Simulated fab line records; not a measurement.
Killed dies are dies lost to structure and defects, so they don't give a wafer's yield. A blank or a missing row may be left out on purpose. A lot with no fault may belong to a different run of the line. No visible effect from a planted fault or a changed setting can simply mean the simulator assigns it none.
A struck lot beside a sound one ; flow n5_finfet ; 41 out of 1938 route steps
Sound: wafers L879.1, L879.5, L879.6. Struck: wafer L873.2 (L873.4, L873.6, from the same lot, were not struck and are left out); the cause is given at the end.
Each step with rows lists, per side, the tool, then ch with its chambers, then its first start. Under that, the readings that differ: sound wafers ; struck wafers ; difference of the means ; sigmas: that difference in standard deviations of wafers without a fault.
alike: readings with means less than 2 such deviations apart, plus words and numbers identical on both sides. not compared: withheld readings, readings lacking a value on some wafer, bounds such as >300 that could conceal the same value, and numbers that have no deviation in the record and whose values overlap.
A row with sigmas, a row that says differs or no value, or rows on one side alone: a step with any of these is where the two part. Numbers that have no deviation but don't overlap get no sigmas and don't part them. Lack of a reading on every wafer of one side parts them only where that side has two or more wafers.

first, 11 steps without rows for these wafers: N5_GATE_CUT_ETCHBACK_00 (etches W in SF6/Cl2); N5_GATE_CUT_ETCH_56 (etches TiN in Cl2/Ar, target depth 21.6 nm); N5_GATE_CUT_ETCHBACK_30 (etches TiN in Cl2/Ar, target depth 3 nm); N5_GATE_CUT_VAPOR_ETCH_60 (etches HfO2 in BCl3/Cl2); N5_GATE_CUT_ETCH_58 (etches SiNx in CH3F/O2, target depth 17 nm, time 128.6 s); N5_GATE_CUT_STRIP_59 (strips in N2/H2, time 20 s); N5_GATE_CUT_PRECLEAN_31 (cleans in DIW, time 300 s); N5_GATE_CUT_SRD_32 (time 30 s); N5_GATE_CUT_SAC_CAP_01 (material SiNx, target thk 24 nm, pulse time 1 s, ald cycles 480); N5_GATE_CUT_PECVD_57 (deposits SiNx from SiH4/NH3/N2, target thk 21 nm); N5_GATE_CUT_CMP_02 (polishes, stops on SiO2, t overpolish 12.7 s, target thk 0 nm).
N5_GATE_CUT_HM_DEP_46: deposits SiO2 from TEOS/O2, target thk 130 nm, time 26.6 s.
  sound on pecvd-02 ch 0,1,2, day 8 05:58; struck on pecvd-01 ch 0, day 6 15:56
reading;sound;struck;difference;sigmas
model.SiO2_of_GATE_CUT_HM_DEP_46.thk_nm (nm);128.8 132.8 130;122.2;-8.3;
  alike: heater_power_w, showerhead_plenum_p_Torr, showerhead_vpp_V, throttle_valve_pct
then, 15 steps without rows for these wafers: N5_GATE_CUT_COAT_34 (time 60 s, resist thk 60 nm); N5_GATE_CUT_COAT_35 (time 60 s, resist thk 10 nm); N5_GATE_CUT_COAT_27 (time 60 s, resist thk 10 nm); N5_GATE_CUT_COAT_07 (resist thk 30 nm); N5_GATE_CUT_EBR_09; N5_GATE_CUT_SOFTBAKE_08 (time 60 s); N5_GATE_CUT_EXPOSE_10 (exposes mask GATE CUT, target cd 20 nm); N5_GATE_CUT_PEB_11 (peb time 60 s); N5_GATE_CUT_DEVELOP_12 (develop time 30 s); N5_GATE_CUT_DESCUM_18 (chemistry O2, time 7 s); N5_GATE_CUT_ETCH_28 (etches underlayer in N2/H2, target depth 13 nm, time 10.4 s); N5_GATE_CUT_ETCH_36 (etches SiARC in CF4, target depth 13 nm, time 21.7 s); N5_GATE_CUT_ETCH_37 (etches SOC in N2/H2, target depth 60 nm, overetch 12 nm, time 90 s); N5_GATE_CUT_STRIP_38 (strips in N2/H2); N5_GATE_CUT_STRIP_39 (strips in N2/H2).
N5_GATE_CUT_HM_OPEN_40: chemistry C4F6/O2, target SiO2, target depth 139 nm, time 85.1 s.
  sound on rie_diel-04 ch 1,2, day 8 06:50; struck on rie_diel-04 ch 3, day 6 16:34
reading;sound;struck;difference;sigmas
etch_rf_on_time_s (s);92.3 93.9 94.1;87.7;-5.7;-3
throttle_valve_pct (%);21.11 21.05 21.11;20.70;-0.39;-2
model.etch.depth_nm (nm);128.9 132.7 130;122.3;-8.2;
model.SOC_of_GATE_CUT_COAT_34.thk_nm (nm);32.8 32 32.6;34.4;+1.9;
  alike: drypump_motor_current_A, oes_product_au, rf_vpp_V, showerhead_plenum_p_Torr
  not compared: rf_hours_counter_h
then, 10 steps without rows for these wafers: N5_GATE_CUT_STRIP_41 (strips in CF4); N5_GATE_CUT_STRIP_42 (strips in O2); N5_GATE_CUT_ETCH_19 (etches SiNx in CH3F/O2, target depth 53.7 nm, time 76.7 s); N5_GATE_CUT_CUT_ETCH_53 (etches W in SF6/Cl2, target depth 79.2 nm); N5_GATE_CUT_CUT_ETCH_54 (etches TiN in Cl2/BCl3, target depth 96.7 nm); N5_GATE_CUT_CUT_ETCH_55 (etches HfO2 in BCl3, target depth 3.2 nm); N5_GATE_CUT_ETCH_47 (etches SiO2 in Cl2/BCl3, target depth 10 nm); N5_GATE_CUT_VAPOR_ETCH_48 (etches TiN in BCl3/Cl2); N5_GATE_CUT_VAPOR_ETCH_49 (etches TiAlC in BCl3/Cl2); N5_GATE_CUT_VAPOR_ETCH_51 (etches HfO2 in BCl3/Cl2).
N5_GATE_CUT_THK_MEAS_24:
  struck on film_metro-01, day 6 19:01; sound on film_metro-02, day 8 09:34
reading;sound;struck;difference;sigmas
GC_FILL_THK (nm);220.1 223.3 220.7;213.7;-7.7;-5
N5_GATE_CUT_CMP_43: polishes SiO2.
  sound on cmp-01 ch 0,2,3, day 8 09:45; struck on cmp-02 ch 3, day 6 19:08
reading;sound;struck;difference;sigmas
model.SiO2_of_GATE_CUT_HM_DEP_46.thk_nm (nm);5 5.2 5;4.6;-0.5;
  alike: motor_current_A
-- the record jumps here: 5 days lie between the struck wafers' starts before and after (it left off in module GATE_CUT and takes up again in module BEOL_M4, whose first step shown is number 1111 of the route) --
N5_BEOL_M4_RC_MEAS_101:
  sound on prober-01 ch 0, day 12 16:08; struck on prober-01 ch 0, day 11 09:19
reading;sound;struck;difference;sigmas
ION_N (uA/um);686 684 695;667;-21;-2
VT_N (mV);249 247 246;256;+9;+3
  alike: DIBL_N, DIBL_P, IOFF_N, IOFF_P, ION_P, SS_N, SS_P, VT_P

== WHERE THEY PART ==
Last at N5_BEOL_M4_RC_MEAS_101 as far as this record goes, first at N5_GATE_CUT_HM_OPEN_40.

WHY: what the simulator had put in
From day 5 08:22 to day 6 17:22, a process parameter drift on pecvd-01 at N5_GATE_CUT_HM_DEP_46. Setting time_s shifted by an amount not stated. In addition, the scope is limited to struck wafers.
